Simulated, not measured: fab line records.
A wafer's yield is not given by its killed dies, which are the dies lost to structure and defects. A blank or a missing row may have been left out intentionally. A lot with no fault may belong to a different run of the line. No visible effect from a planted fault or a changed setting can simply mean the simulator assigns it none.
fab line records	flow nand_harc
record lots=12	wafers=36	last_day=24
route steps=1159 shown A_M0@1004 END@1159
lots that met no fault: from a run of the same line without faults
start_h: the number of hours between the record's first day and the start of the first shown wafer of the lot	wait_h: time in hours since the lot's previous step	" identical to the entry in the row above	L1.1+2: one row covering several wafers at once	- no value present, or no start provided	* or withheld: withheld	< > ~ a bound
route shown NAME@n: NAME is a module with steps in the file, n the number in the route of the first one	usual: the fault-free wafers' mean and standard deviation	same: alike in all rows	chamber/n: place in a boat	sites: the reading at each site	_std_site: standard deviation of those values	_edge_site: the outer-site mean with the inner-site mean subtracted	radius_mm: how far each site lies from the wafer's centre	mask NAME#n: copy n	behind: the tool/chamber that last shaped the wafer	hold: the reason the lot was held/the length of the hold in hours/how it ended	device: whichever transistor did not switch (one of n, p or np)	end of line: the route-end tests of the same wafers	step lacking rows: just its recipe	killed: dies that structure and defects cost at the first sort, which is not the same as the wafer's yield	map: a wafer's dies, marking killed ones x, the rest . and places with no die _
set.NAME: setting as actually run; set.NAME@STEP: the setting as run at that earlier step	model.NAME: the simulator's own value behind a step, which no gauge read
the route's steps for a sample of lots (tables are steps, rows are wafers)
services: a tool's chamber out of use, with start hour (start_h, from the record's first day; less than 0 if before it), hours out, and reason
## steps
# step NHARC_A_M0_CD_MEAS_09
# recipe target_cd_nm=80	landing_energy_ev=500
# usual cd_nm=80.3/0.51
lot.wafer	tool	chamber	start_h	wait_h	cd_nm
L613.2	cd_sem-03	0	410.79	-	80.7
L613.3	"	0	"	"	80.9
L613.5	"	0	"	"	80.9
L614.2	cd_sem-03	0	411.23	-	81.0
L614.5	"	0	"	"	81.0
L614.6	"	0	"	"	80.3
L616.2	cd_sem-01	0	413.19	-	79.6
L616.3	"	0	"	"	80.2
L616.4	"	0	"	"	80.2
L615.1	cd_sem-02	0	415.98	-	80.5
L615.2	"	0	"	"	80.2
L615.6	"	0	"	"	80.1
L620.2	cd_sem-03	0	436.86	-	81.0
L620.3	"	0	"	"	80.6
L620.5	"	0	"	"	80.7
L619.1	cd_sem-01	0	437.41	-	80.0
L619.2	"	0	"	"	80.4
L619.6	"	0	"	"	80.3
L618.2	cd_sem-02	0	448.74	-	80.5
L618.3	"	0	"	"	80.4
L618.4	"	0	"	"	80.6
L622.2	cd_sem-03	0	453.35	-	80.3
L622.3	"	0	"	"	79.9
L622.4	"	0	"	"	80.6
L621.2	cd_sem-01	0	453.71	-	80.4
L621.3	"	0	"	"	81.1
L621.5	"	0	"	"	81.2
L624.2	cd_sem-03	0	464.55	-	79.8
L624.3	"	0	"	"	79.9
L624.5	"	0	"	"	80.7
L628.1	cd_sem-03	0	504.96	-	79.9
L628.2	"	0	"	"	80.2
L628.3	"	0	"	"	80.2
L632.3	cd_sem-02	0	529.76	-	80.1
L632.5	"	0	"	"	79.9
L632.6	"	0	"	"	80.1
# step NHARC_A_M0_ETCH_34
# recipe target_depth_a=400	overetch_a=120	time_s=43.94	ion_energy_ev=200	n2_flow_sccm=150	h2_flow_sccm=150	ar_flow_sccm=0	rf_w=400	bias_w=150	chemistry=N2/H2
# usual bias_w=150.0/0.47	drypump_motor_current_A=5.8/0.37	h2_flow_sccm=149.9/0.43	oes_product_au=0.998/0.0065	rf_vpp_V=430.9/2.6	showerhead_plenum_p_Torr=2.05/0.087	throttle_valve_pct=14.171/0.0098
lot.wafer	tool	chamber	start_h	wait_h	bias_w	drypump_motor_current_A	h2_flow_sccm	oes_product_au	rf_hours_counter_h	rf_vpp_V	showerhead_plenum_p_Torr	throttle_valve_pct
L613.3	rie_diel-06	0	411.06	0.1	151.2	5.9	149.5	0.999	14	426.8	1.93	14.162
L613.2	"	3	"	"	150.6	5.3	150.0	1.013	9	430.9	2.03	14.165
L613.5	"	1	"	"	150.3	5.4	150.4	0.990	-	430.0	2.02	14.159
L614.2	rie_diel-06	1	411.51	0.1	150.2	5.4	150.1	0.996	14	429.4	2.02	14.159
L614.6	"	2	"	"	149.7	6.4	150.5	1.001	-	431.9	2.13	14.166
L614.5	"	3	"	"	149.7	5.3	150.1	1.008	-	429.3	2.03	14.196
L616.2	rie_diel-06	0	413.46	0.1	150.1	5.9	150.0	0.994	14	427.1	1.93	14.164
L616.4	"	1	"	"	150.1	5.4	149.4	0.994	14	430.0	2.02	14.180
L616.3	"	3	"	"	149.5	5.3	149.7	1.004	9	431.2	2.03	14.175
L615.1	rie_diel-13	3	416.25	0.1	150.1	5.8	149.6	0.996	11	433.4	2.15	14.185
L615.2	"	2	"	"	150.0	6.0	149.9	1.000	11	426.2	1.90	14.166
L615.6	"	3	"	"	150.3	5.8	150.4	1.008	-	433.8	2.15	14.176
L620.3	rie_diel-06	3	437.12	0.1	149.7	5.3	150.2	1.005	1	431.1	2.03	14.178
L620.2	"	2	"	"	150.1	6.4	150.0	0.993	0	432.9	2.13	14.148
L620.5	"	3	"	"	149.2	5.3	149.9	0.997	-	429.4	2.03	14.181
L619.2	rie_diel-06	0	437.68	0.1	150.2	5.9	150.2	0.997	1	425.5	1.93	14.162
L619.1	"	3	"	"	150.9	5.3	150.3	1.003	1	431.9	2.03	14.168
L619.6	"	0	"	"	149.8	5.9	149.4	0.998	-	425.5	1.93	14.171
L618.2	rie_diel-07	1	449.03	0.1	149.8	5.6	149.7	0.995	4	435.1	2.19	14.181
L618.3	"	2	"	"	149.6	6.1	150.3	0.987	4	430.6	2.08	14.172
L618.4	"	1	"	"	149.7	5.6	149.8	0.996	-	434.9	2.19	14.177
L622.2	rie_diel-07	3	453.64	0.1	150.8	5.8	150.2	0.995	3	430.0	2.06	14.175
L622.3	"	1	"	"	149.8	5.6	149.3	1.003	4	433.9	2.19	14.174
L622.4	"	2	"	"	149.9	6.1	149.9	1.008	-	432.2	2.08	14.176
L621.2	rie_diel-06	1	453.98	0.1	149.8	5.4	149.5	1.003	2	429.5	2.02	14.189
L621.3	"	0	"	"	149.9	5.9	149.2	0.999	2	427.2	1.93	14.186
L621.5	"	1	"	"	149.8	5.4	150.1	0.988	-	429.9	2.02	14.164
L624.3	rie_diel-13	2	464.82	0.1	150.9	6.0	149.5	0.995	0	426.9	1.90	14.172
L624.2	"	1	"	"	149.9	5.6	149.9	0.994	0	430.7	2.04	14.178
L624.5	"	3	"	"	150.3	5.8	149.4	1.004	-	434.7	2.15	14.178
L628.1	rie_diel-13	0	505.23	0.1	150.0	6.3	150.4	1.001	4	429.6	2.03	14.177
L628.2	"	2	"	"	150.4	5.9	149.2	1.009	4	427.1	1.90	14.172
L628.3	"	3	"	"	148.9	5.8	150.0	0.998	3	432.2	2.15	14.166
L632.3	rie_diel-06	2	530.03	0.1	150.8	6.4	149.8	0.999	7	434.1	2.13	14.158
L632.5	"	1	"	"	150.1	5.4	150.4	0.994	-	431.1	2.02	14.185
L632.6	"	2	"	"	150.4	6.4	148.9	0.992	-	433.7	2.13	14.180
# step NHARC_A_M0_ECD_22
# recipe target_thk_a=4000	bath_temp_c=25	material=Cu
lot.wafer	tool	chamber	start_h	wait_h
L613.2+3+5	ecd_cu-01	0,1,1	412.28	-
L614.2+5+6	ecd_cu-02	1,0,1	412.75	-
L616.2+4+3	ecd_cu-01	1,0,1	414.70	-
L615.2+1+6	ecd_cu-02	1,0,0	417.47	-
L620.2+3+5	ecd_cu-01	0,1,0	438.39	-
L619.2+1+6	ecd_cu-02	0,1,0	438.88	-
L618.2+4+3	ecd_cu-02	0,1,0	450.45	-
L622.2+4+3	ecd_cu-02	0,0,1	454.90	-
L621.2+3+5	ecd_cu-02	1,1,0	455.50	-
L624.2+3+5	ecd_cu-02	0	466.06	-
L628.1+2+3	ecd_cu-01	1,0,1	506.44	-
L632.3+6+5	ecd_cu-01	1,0,1	531.50	-
# step NHARC_A_M0_CMP_23
# recipe t_overpolish_s=20	target_thk_nm=113.75
# usual motor_current_A=12.2/1	time_to_endpoint_s=27.9/1.9
lot.wafer	tool	chamber	start_h	wait_h	motor_current_A	time_to_endpoint_s
L613.2	cmp-04	0	413.06	-	12.4	27.5
L613.3	"	1	"	"	13.0	26.6
L613.5	"	2	"	"	11.2	24.8
L614.2	cmp-03	2	413.49	-	11.2	26.2
L614.5	"	0	"	"	12.9	29.5
L614.6	"	1	"	"	11.5	27.5
L616.2	cmp-04	1	415.41	-	13.2	25.8
L616.4	"	2	"	"	10.9	25.8
L616.3	"	0	"	"	12.6	26.3
L615.2	cmp-03	3	418.22	-	12.6	26.9
L615.1	"	1	"	"	11.8	29.0
L615.6	"	0	"	"	12.5	26.5
L620.2	cmp-02	3	439.14	-	11.0	27.7
L620.3	"	1	"	"	12.3	24.4
L620.5	"	3	"	"	11.5	26.1
L619.1	cmp-02	3	439.66	-	11.4	29.1
L619.2	"	0	"	"	14.1	30.0
L619.6	"	3	"	"	11.1	28.3
L618.2	cmp-04	0	451.14	-	13.5	30.0
L618.3	"	1	"	"	13.0	26.9
L618.4	"	2	"	"	11.6	29.0
L622.4	cmp-03	1	455.63	-	12.0	29.2
L622.2	"	3	"	"	12.4	25.8
L622.3	"	0	"	"	13.0	28.9
L621.2	cmp-04	3	456.25	-	12.4	27.7
L621.3	"	2	"	"	11.0	26.2
L621.5	"	3	"	"	12.9	28.2
L624.3	cmp-03	1	466.76	-	11.2	29.6
L624.2	"	2	"	"	11.2	27.8
L624.5	"	2	"	"	11.0	29.5
L628.1	cmp-02	0	507.26	-	13.4	29.4
L628.2	"	1	"	"	12.1	49.3
L628.3	"	2	"	"	11.1	28.3
L632.3	cmp-04	2	532.16	-	10.8	27.7
L632.5	"	3	"	"	12.4	29.6
L632.6	"	0	"	"	12.7	48.6
# step NHARC_A_M0_PRE_CLEAN_31
# recipe time_s=12	temp_c=370	rf_power_w=300	gas=NH3
# usual heater_power_w=642/98
lot.wafer	tool	chamber	start_h	wait_h	heater_power_w
L613.3	pecvd-01	2	415.36	0.6	560
L613.2	"	0	"	"	613
L613.5	"	0	"	"	620
L614.2	pecvd-02	2	415.97	1.2	649
L614.5	"	2	"	"	667
L614.6	"	1	"	"	775
L616.2	pecvd-04	1	416.11	0.2	676
L616.3	"	1	"	"	672
L616.4	"	0	"	"	479
L615.1	pecvd-04	0	418.77	0.1	499
L615.2	"	1	"	"	635
L615.6	"	1	"	"	640
L620.3	pecvd-04	1	439.66	0.1	702
L620.2	"	2	"	"	654
L620.5	"	1	"	"	700
L619.1	pecvd-02	2	440.57	0.5	661
L619.2	"	1	"	"	775
L619.6	"	0	"	"	805
L618.2	pecvd-01	0	451.65	0.1	570
L618.3	"	2	"	"	580
L618.4	"	2	"	"	570
L622.3	pecvd-02	2	456.18	0.1	701
L622.2	"	0	"	"	746
L622.4	"	1	"	"	747
L621.3	pecvd-02	1	457.42	0.7	773
L621.2	"	2	"	"	580
L621.5	"	0	"	"	703
L624.3	pecvd-01	1	467.30	0.1	561
L624.2	"	2	"	"	527
L624.5	"	2	"	"	546
L628.3	pecvd-04	1	507.77	0.1	599
L628.2	"	2	"	"	620
L628.1	"	0	"	"	552
L632.3	pecvd-04	1	532.61	0.1	716
L632.5	"	1	"	"	710
L632.6	"	2	"	"	741
# step NHARC_END_SORT_01
# recipe temp_c=25
# usual defect_limited_yield=95.0/1.7	killed_at_array=29/12	killed_at_other=0.7/1	killed_at_periphery=4/3.2	killed_dies=34/12	killed_open=3.4/2	killed_short=1.8/1.3	sort_bin_2_pct=1.6/0.7	sort_bin_3_pct=0.26/0.23	sort_bin_4_pct=3.1/1.1	sort_n_pass=643/12	sort_rim_yield_pct=96.4/2.6	sort_yield_pct=95.0/1.7
# same gross_dies=677	sort_bin_5_pct[%]=0	sort_bin_6_pct[%]=0	sort_bin_7_pct[%]=0	sort_bin_8_pct[%]=0	sort_rim_n_gross=106.00
lot.wafer	tool	chamber	start_h	wait_h	defect_limited_yield[%]	killed_at_array	killed_at_other	killed_at_periphery	killed_dies	killed_open	killed_short	sort_bin_2_pct[%]	sort_bin_3_pct[%]	sort_bin_4_pct[%]	sort_n_pass	sort_rim_yield_pct[%]	sort_yield_pct[%]
L632.3	prober-02	0	575.53	3.1	92.2	48	3	2	53	8	1	3.1	0.89	3.8	624	89.6	92.2
L632.5	prober-02	0	577.12	3.7	93.1	43	1	3	47	7	0	2.2	0.30	4.4	630	93.4	93.1
L632.6	prober-02	0	577.92	4.0	89.2	70	2	1	73	3	2	4.0	0.44	6.4	604	97.2	89.2
# killed by level:class
L632.3 A_CHANNEL_HOLE_D1:chamber_film_flake=14 A_SLIT:chamber_film_flake=13 A_STAIRCASE:chamber_film_flake=11 A_CONTACT:geometric_particle:open=3 THIN_TSV:chamber_film_flake=3 A_CHANNEL_HOLE_D1:geometric_particle:open=2 P_STI:geometric_particle:open=1 P_GATE:geometric_particle:open=1
L632.5 A_SLIT:chamber_film_flake=19 A_CHANNEL_HOLE_D1:chamber_film_flake=12 A_STAIRCASE:chamber_film_flake=5 P_GATE:geometric_particle:open=2 A_CONTACT:geometric_particle:open=2 A_M0:geometric_particle:open=2 A_CONTACT:chamber_film_flake=2 P_M0:geometric_particle:open=1
L632.6 A_CHANNEL_HOLE_D1:chamber_film_flake=31 A_SLIT:chamber_film_flake=20 A_STAIRCASE:chamber_film_flake=11 A_M0:geometric_particle:short=2 A_CONTACT:chamber_film_flake=2 THIN_TSV:chamber_film_flake=2 P_GATE:geometric_particle:open=1 A_SOURCE_PLATE:geometric_particle:open=1
## services
tool	chamber	start_h	hours	kind
cmp-04	-	399.81	4.0	pm
rie_diel-07	-	405.20	9.0	pm
pecvd-04	2	414.33	10.2	repair
pecvd-01	-	418.00	13.0	pm
rie_diel-06	-	418.20	9.0	pm
cmp-02	-	422.50	4.0	pm
ecd_cu-01	-	424.15	6.5	repair
cmp-04	-	432.19	0.6	repair
pecvd-01	2	432.73	13.6	repair
cmp-03	-	440.93	2.2	repair
rie_diel-13	-	445.81	0.5	repair
ecd_cu-01	-	448.12	8.0	pm
pecvd-02	1	448.29	5.9	repair
cmp-03	-	451.48	4.0	pm
rie_diel-13	-	453.00	9.0	pm
pecvd-04	-	473.31	0.7	repair
ecd_cu-01	-	497.42	0.6	repair
cmp-04	-	497.81	4.0	pm
cmp-02	-	502.19	3.7	repair
cmp-04	-	502.99	2.9	repair
cmp-04	-	507.28	2.1	repair
pecvd-02	-	515.40	13.0	pm
cmp-02	-	520.50	4.0	pm
ecd_cu-02	-	532.00	8.0	pm
## key
first_sign step=NHARC_A_M0_CMP_23	reading=time_to_endpoint_s	direction=up	sigmas=11	usual=*	struck=*
effect none on later readings
met_at NHARC_A_M0_ECD_22
struck_lots L628,L632
struck_wafers L628.2,L632.6
not_acting_at NHARC_A_M0_CD_MEAS_09,NHARC_A_M0_ETCH_34,NHARC_A_M0_PRE_CLEAN_31
onset_between 438.39 506.44
fault kind=process_parameter_drift	tool=ecd_cu-01	chamber=0	onset_h=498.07	steps=NHARC_A_M0_ECD_22	channel=target_thk_a	offset=*	shape=step	end_h=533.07	acts_in=*	stated=*
